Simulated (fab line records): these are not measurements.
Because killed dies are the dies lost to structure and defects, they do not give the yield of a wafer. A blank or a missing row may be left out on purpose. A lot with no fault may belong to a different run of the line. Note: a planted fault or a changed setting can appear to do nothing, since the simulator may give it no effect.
Problem report, 8D (eight disciplines) form, completed by code ; flow n5Finfet ; the parts of the form that need people (team, actions taken, sign-off) are left out

## 1. PROBLEM STATEMENT
barrierFieldEndpointS at N5_BEOL_M0_CMP_120 reads a mean of 1.98 s on 3 wafers of 2 lots; wafers without a fault read 3.61 s with a standard deviation of 0.094. That puts it -17 standard deviations away from the usual mean.
The step: polishes, stops on SiOC, t overpolish 6.9 s.
First seen on wafer L218.4, day 8 10:04, on cmp-03. The record has a number at this step for 28 wafers belonging to 10 lots. The rule behind "out" and "out of limits": a value lying over 4 standard deviations away from the usual mean. All remaining wafers that have a number are taken as sound.

## 2. WHAT IT IS; WHAT IT IS NOT
question;is;is not
which readings at this step;barrierFieldEndpointS, timeToEndpointS;motorCurrentA, slurryFilterDpKPa
which lots;L218, L219;L209, L210, L223, L224, L226, L229, L230, L232
which wafers of those lots;L218.1, L218.4, L219.1;L219.2
read on which tools;cmp-03;cmp-01, cmp-02
when;from day 8 10:04;"up to then (6 sound wafers); but 19 sound wafers of L219, L223, L224, L226, L229, L230, L232 came after"

## 3. WHAT RULES OUT EACH SUSPECT
Counting: a tool at a process step up to the reading stays a suspect if it ran every lot that is out. Sound lots after the first of them don't rule it out here, since some wafers of a struck lot are sound.
- pvdSputter-02 at N5_BEOL_M0_SPUTTER_116 (material Cu, target thk 4 nm, time 7.37 s): kept. Every lot that is out went through it, the first being L218 (day 8 08:39); the last sound lot it ran before that was L210 (day 6 09:19).
- pvdSputter-02 at N5_BEOL_M0_ANNEAL_133 (time 60 s): kept. Every lot that is out went through it, the first being L218 (day 8 08:51); the last sound lot it ran before that was L210 (day 6 09:31).
- cmp-03 at N5_BEOL_M0_CMP_120 (polishes, stops on SiOC, t overpolish 6.9 s): kept. Every lot that is out went through it, the first being L218 (day 8 10:04); the last sound lot it ran before that was L209 (day 6 06:23). Its own barrierFieldEndpointS, timeToEndpointS readings are out on those wafers.
- Within cmp-03 at N5_BEOL_M0_CMP_120: the wafers that are out ran in chambers 0, 2; their sound lot-mates ran in chamber 1.
After the count, these remain: pvdSputter-02 at N5_BEOL_M0_SPUTTER_116, pvdSputter-02 at N5_BEOL_M0_ANNEAL_133 and cmp-03 at N5_BEOL_M0_CMP_120.

## 4. THE CAUSE (what the simulator had put in)
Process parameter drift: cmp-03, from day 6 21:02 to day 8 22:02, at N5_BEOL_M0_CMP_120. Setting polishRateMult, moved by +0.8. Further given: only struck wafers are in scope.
3 suspects survive the count, and this tool is in that group.

## 5. SEQUENCE OF EFFECTS, ordered by route
One row per reading whose mean, taken over the struck wafers that have a number, lies over 3 standard deviations from the usual. Readings are gone through only where the record gives a usual standard deviation; hours: the median, over the lots, of the time from a lot's start at the first step in this table giving one to that lot's start at this step; sigmas: the change measured in usual standard deviations.
hours;step;reading;usual;on struck wafers;change;sigmas
0;N5_BEOL_M0_CMP_120;barrierFieldEndpointS;3.61 s;1.98;-1.63;-17
0;N5_BEOL_M0_CMP_120;timeToEndpointS;62.5 s;34.9;-27.6;-11
Its process steps:
- N5_BEOL_M0_CMP_120: polishes, stops on SiOC, t overpolish 6.9 s.
Later steps that measure or inspect, where all struck wafers having a row at the step show a number for every such reading and not one has moved that far: N5_BEOL_M4_RC_MEAS_101.

## 6. HOW IT WOULD HAVE BEEN CAUGHT EARLIER
In this record no reading fell out of limits until day 8 10:04, 37 hours after the fault had begun at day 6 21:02.
